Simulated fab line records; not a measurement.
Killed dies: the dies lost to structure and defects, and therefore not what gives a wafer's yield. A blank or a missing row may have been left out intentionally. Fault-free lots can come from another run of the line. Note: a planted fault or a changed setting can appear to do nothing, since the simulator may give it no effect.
Chamber matching / flow n5_finfet / 4 sister chambers for N5_STI_FIN_REVEAL_ETCH_34 on rie_si-04
The step etches Si in H2, material Si, target depth 0.97 nm. 22 wafers are shown with their chamber, then 11 later ones without.

WAFERS PAIRED WITH THEIR CHAMBERS
wafer=L074.1; chamber=0; throttle_valve_pct (%)=26.3; drypump_motor_current_A (A)=5.8; oes_product_au (a.u.)=1.003
wafer=L074.3; chamber=2; throttle_valve_pct (%)=25.7; drypump_motor_current_A (A)=5.5; oes_product_au (a.u.)=0.994
wafer=L074.6; chamber=0; throttle_valve_pct (%)=26.3; drypump_motor_current_A (A)=5.8; oes_product_au (a.u.)=0.994
wafer=L079.1; chamber=0; throttle_valve_pct (%)=26.3; drypump_motor_current_A (A)=5.8; oes_product_au (a.u.)=1.007
wafer=L079.3; chamber=3; throttle_valve_pct (%)=26.6; drypump_motor_current_A (A)=5.8; oes_product_au (a.u.)=0.989
wafer=L079.4; chamber=1; throttle_valve_pct (%)=25.4; drypump_motor_current_A (A)=6.4; oes_product_au (a.u.)=0.993
wafer=L080.2; chamber=3; throttle_valve_pct (%)=26.6; drypump_motor_current_A (A)=5.8; oes_product_au (a.u.)=0.985
wafer=L080.4; chamber=0; throttle_valve_pct (%)=26.3; drypump_motor_current_A (A)=5.8; oes_product_au (a.u.)=0.989
wafer=L080.5; chamber=1; throttle_valve_pct (%)=25.4; drypump_motor_current_A (A)=6.4; oes_product_au (a.u.)=0.981
wafer=L081.1; chamber=1; throttle_valve_pct (%)=25.5; drypump_motor_current_A (A)=6.3; oes_product_au (a.u.)=0.996
wafer=L081.4; chamber=3; throttle_valve_pct (%)=26.6; drypump_motor_current_A (A)=5.8; oes_product_au (a.u.)=0.989
wafer=L081.5; chamber=1; throttle_valve_pct (%)=25.5; drypump_motor_current_A (A)=6.3; oes_product_au (a.u.)=0.986
wafer=L082.1; chamber=0; throttle_valve_pct (%)=26.3; drypump_motor_current_A (A)=5.8; oes_product_au (a.u.)=0.995
wafer=L082.3; chamber=1; throttle_valve_pct (%)=25.5; drypump_motor_current_A (A)=6.4; oes_product_au (a.u.)=0.984
wafer=L082.5; chamber=1; throttle_valve_pct (%)=25.5; drypump_motor_current_A (A)=6.3; oes_product_au (a.u.)=0.991
wafer=L083.1; chamber=0; throttle_valve_pct (%)=26.3; drypump_motor_current_A (A)=5.8; oes_product_au (a.u.)=1.018
wafer=L083.5; chamber=2; throttle_valve_pct (%)=25.7; drypump_motor_current_A (A)=5.5; oes_product_au (a.u.)=1.002
wafer=L083.6; chamber=3; throttle_valve_pct (%)=26.6; drypump_motor_current_A (A)=5.8; oes_product_au (a.u.)=1.009
wafer=L084.2; chamber=2; throttle_valve_pct (%)=25.7; drypump_motor_current_A (A)=5.5; oes_product_au (a.u.)=0.992
wafer=L084.3; chamber=1; throttle_valve_pct (%)=25.5; drypump_motor_current_A (A)=6.3; oes_product_au (a.u.)=0.996
wafer=L084.5; chamber=1; throttle_valve_pct (%)=25.5; drypump_motor_current_A (A)=6.4; oes_product_au (a.u.)=0.988
wafer=L092.3; chamber=0; throttle_valve_pct (%)=26.3; drypump_motor_current_A (A)=5.8; oes_product_au (a.u.)=1.000

SIGNATURES (means of the wafers above)
reading=throttle_valve_pct; chamber 0=26.300; chamber 1=25.475; chamber 2=25.700; chamber 3=26.600; scatter within a chamber=0.0289
reading=drypump_motor_current_A; chamber 0=5.800; chamber 1=6.350; chamber 2=5.500; chamber 3=5.800; scatter within a chamber=0.0333
reading=oes_product_au; chamber 0=1.00086; chamber 1=0.98938; chamber 2=0.99600; chamber 3=0.99300; scatter within a chamber=0.00811
Rule: a wafer's distance from a chamber is the root of the sum, over the readings, of the square of ((its reading less the chamber's mean) divided by the reading's scatter). The wafer belongs to the nearest chamber; if the next one is less than 2 further off, it can't be placed. How the scatter is found: for the shown wafers, subtract from each reading the mean of its chamber, square and add these, divide the total by (wafers less chambers), then take the root.

WAFERS WITH NO CHAMBER GIVEN
wafer=L092.4; throttle_valve_pct (%)=26.3; drypump_motor_current_A (A)=5.8; oes_product_au (a.u.)=1.001
wafer=L092.6; throttle_valve_pct (%)=25.5; drypump_motor_current_A (A)=6.4; oes_product_au (a.u.)=0.995
wafer=L094.1; throttle_valve_pct (%)=26.6; drypump_motor_current_A (A)=5.8; oes_product_au (a.u.)=0.990
wafer=L094.5; throttle_valve_pct (%)=26.3; drypump_motor_current_A (A)=5.8; oes_product_au (a.u.)=1.004
wafer=L094.6; throttle_valve_pct (%)=25.4; drypump_motor_current_A (A)=6.4; oes_product_au (a.u.)=0.997
wafer=L095.2; throttle_valve_pct (%)=26.3; drypump_motor_current_A (A)=5.8; oes_product_au (a.u.)=1.000
wafer=L095.4; throttle_valve_pct (%)=26.6; drypump_motor_current_A (A)=5.8; oes_product_au (a.u.)=0.986
wafer=L095.6; throttle_valve_pct (%)=25.5; drypump_motor_current_A (A)=6.4; oes_product_au (a.u.)=0.998
wafer=L097.1; throttle_valve_pct (%)=25.7; drypump_motor_current_A (A)=5.5; oes_product_au (a.u.)=0.998
wafer=L097.2; throttle_valve_pct (%)=25.5; drypump_motor_current_A (A)=6.4; oes_product_au (a.u.)=0.991
wafer=L097.3; throttle_valve_pct (%)=26.3; drypump_motor_current_A (A)=5.8; oes_product_au (a.u.)=1.002

CHAMBER TAKEN BY EACH
wafer=L092.4; from the rows above=0; in truth=0
wafer=L092.6; from the rows above=1; in truth=1
wafer=L094.1; from the rows above=3; in truth=3
wafer=L094.5; from the rows above=0; in truth=0
wafer=L094.6; from the rows above=1; in truth=1
wafer=L095.2; from the rows above=0; in truth=0
wafer=L095.4; from the rows above=3; in truth=3
wafer=L095.6; from the rows above=1; in truth=1
wafer=L097.1; from the rows above=2; in truth=2
wafer=L097.2; from the rows above=1; in truth=1
wafer=L097.3; from the rows above=0; in truth=0
Correct placement for 11 of the 11. Number that these rows cannot place: 0. Placed wrongly: 0.
